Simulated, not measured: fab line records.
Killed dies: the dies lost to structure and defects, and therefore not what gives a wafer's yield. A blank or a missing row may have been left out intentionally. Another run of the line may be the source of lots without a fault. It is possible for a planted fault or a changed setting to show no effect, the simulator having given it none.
Split-lot study ; flow n5-finfet ; 7 lots, 39 wafers read, on a route of 1938 steps

== ABOUT THE SPLIT ==
At N5_BEOL_M11_ALD_74 (deposits TaN, target thk 2 nm, pulse time 2 s, purge time 3 s), the setting ald-cycles was moved away from the recipe's 40 on 18 of the 39 wafers read, by -60.0% to +55.0%. For the rest of the wafers, this setting stayed at what the recipe calls for.

Reading taken at the split's own step.

== THE READING ==
TaN_of_BEOL_M11_ALD_74.thk-nm (the simulator's own value, which no gauge read), in nm, at N5_BEOL_M11_ALD_74 (deposits TaN, target thk 2 nm, pulse time 2 s, purge time 3 s). The file does not state a usual value for it.

wafer;tool, chamber at the split;ald-cycles as run;against the recipe;TaN_of_BEOL_M11_ALD_74.thk-nm, nm;against lot-mates on the recipe
L077.1;ald-metal-02, 0,2,3;40;recipe;2;-
L077.2;ald-metal-02, 0,2,3;40;recipe;2;-
L077.3;ald-metal-02, 0,2,3;40;recipe;2;-
L077.4;ald-metal-02, 1,1,0;52;+30.0%;2.6;+0.6
L077.5;ald-metal-02, 1,1,0;52;+30.0%;2.6;+0.6
L077.6;ald-metal-02, 1,1,0;52;+30.0%;2.6;+0.6
L083.1;ald-metal-03, 1,0,3;40;recipe;2;-
L083.3;ald-metal-03, 1,0,3;40;recipe;2;-
L083.6;ald-metal-03, 1,0,3;40;recipe;2;-
L082.1;ald-metal-03, 0,1,3;40;recipe;2;-
L082.3;ald-metal-03, 0,1,3;40;recipe;2;-
L082.4;ald-metal-03, 0,1,3;40;recipe;2;-
L082.2;ald-metal-03, 2,3,2;62;+55.0%;3.2;+1.2
L082.5;ald-metal-03, 2,3,2;62;+55.0%;3.2;+1.2
L082.6;ald-metal-03, 2,3,2;62;+55.0%;3.2;+1.2
L081.1;ald-metal-03, 3,0,3;28;-30.0%;1.4;-0.6
L081.5;ald-metal-03, 3,0,3;28;-30.0%;1.4;-0.6
L081.6;ald-metal-03, 3,0,3;28;-30.0%;1.4;-0.6
L081.2;ald-metal-03, 1,2,0;40;recipe;2;-
L081.3;ald-metal-03, 1,2,0;40;recipe;2;-
L081.4;ald-metal-03, 1,2,0;40;recipe;2;-
L089.1;ald-metal-03, 3,2,0;40;recipe;2;-
L089.2;ald-metal-03, 3,2,0;40;recipe;2;-
L089.4;ald-metal-03, 3,2,0;40;recipe;2;-
L089.3;ald-metal-03, 0,2,3;16;-60.0%;0.8;-1.2
L089.5;ald-metal-03, 0,2,3;16;-60.0%;0.8;-1.2
L089.6;ald-metal-03, 0,2,3;16;-60.0%;0.8;-1.2
L091.1;ald-metal-03, 2,0,0;51;+27.5%;2.6;+0.6
L091.2;ald-metal-03, 2,0,0;51;+27.5%;2.6;+0.6
L091.4;ald-metal-03, 2,0,0;51;+27.5%;2.6;+0.6
L091.3;ald-metal-03, 3,3,2;40;recipe;2;-
L091.5;ald-metal-03, 3,3,2;40;recipe;2;-
L091.6;ald-metal-03, 3,3,2;40;recipe;2;-
L090.1;ald-metal-03, 2,1,0;40;recipe;2;-
L090.3;ald-metal-03, 2,1,0;40;recipe;2;-
L090.4;ald-metal-03, 2,1,0;40;recipe;2;-
L090.2;ald-metal-03, 3;62;+55.0%;3.2;+1.2
L090.5;ald-metal-03, 0,1;62;+55.0%;3;+1.0
L090.6;ald-metal-03, 0,1;62;+55.0%;3;+1.0
When a row names more than one chamber, that row covers several wafers, and the file does not tell which wafer ran in which chamber.

FIT RESULTS
A straight line over all 39 wafers: TaN_of_BEOL_M11_ALD_74.thk-nm changes by +0.0204 nm for each +1% of ald-cycles; r = +1.00; the points scatter about the line by 0.04 nm.
The same after taking each lot's own level away (the mean of its wafers on the recipe; 39 wafers): +0.0204 nm for each +1%; r = +1.00; scatter 0.04 nm.
According to that fit, moving ald-cycles by its largest amount changes the reading by 1.2 nm.
The lots' own levels span 2.00 to 2.00 nm.
So the lot-to-lot level changes the slope little: the two slopes agree.
Check: -1.22 nm against its lot-mates is what the line predicts for one of the wafers moved furthest among these (-60.0%) when that wafer is left out of the fit. It came out at -1.2 nm against them.

== FURTHER SPLITS ON THESE WAFERS ==
These wafers also went through other splits before the reading. Each is held against what the fit with the lots' levels taken away leaves over:
other split on the same wafers;wafers away from the commonest value;r with TaN_of_BEOL_M11_ALD_74.thk-nm (lot level and that fit taken away)
N5_BEOL_M7_ILD_DEP_00 target-thk-a;18;-0.21
N5_BEOL_M9_ILD_DEP_00 target-thk-a;18;-0.19

== FILE'S OWN FIT ==
TaN_of_BEOL_M11_ALD_74.thk-nm changes by +0.0204 nm for each +1% of ald-cycles, r = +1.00.
